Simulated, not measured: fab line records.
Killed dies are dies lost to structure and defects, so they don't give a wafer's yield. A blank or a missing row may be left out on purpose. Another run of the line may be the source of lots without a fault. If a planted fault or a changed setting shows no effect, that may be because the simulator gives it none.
Matching of chambers	flow n5_finfet	4 sister chambers for N5_BEOL_M3_VIA_ETCH_34 on rie_diel-06
The step etches the open film in C4F6/O2, target depth 69.4 nm, time 65.9 s. 8 wafers are shown with their chamber, then 8 later ones without.

## WAFERS WITH THEIR CHAMBER
wafer	chamber	drypump_motor_current_A (A)	throttle_valve_pct (%)
L078.1	0	5.4	31.01
L078.3	1	5.7	30.71
L080.3	0	5.4	31.02
L080.6	2	5.8	30.79
L082.2	2	5.8	30.79
L082.4	3	5.1	30.74
L082.5	1	5.7	30.72
L089.3	3	5.2	30.75

## WAFERS WITH NO CHAMBER GIVEN
wafer	drypump_motor_current_A (A)	throttle_valve_pct (%)
L089.4	5.7	30.72
L089.5	5.7	30.73
L090.2	5.8	30.82
L090.3	5.4	31.02
L090.4	5.8	30.74
L096.4	5.4	31.04
L096.5	5.8	30.82
L096.6	5.2	30.77

## EACH ONE'S CHAMBER
wafer	from the rows above	in truth
L089.4	1	1
L089.5	1	1
L090.2	2	2
L090.3	0	0
L090.4	1	1
L096.4	0	0
L096.5	2	2
L096.6	3	3
Correct placement for 8 of the 8. Left unplaced by these rows: 0. 0 placed wrongly.
How it was worked out, from the rows above alone: a wafer's distance from a chamber is the root of the sum, over the readings, of the square of ((its reading less the chamber's mean) divided by the reading's scatter). If the next closest chamber is less than 2 further off than the closest, the wafer can't be placed; otherwise it belongs to the closest. For every chamber, the mean is computed from those of its wafers that are shown. The scatter is the square root of a quotient: the sum, over the shown wafers, of each reading's squared deviation from its chamber's mean, divided by wafers minus chambers.
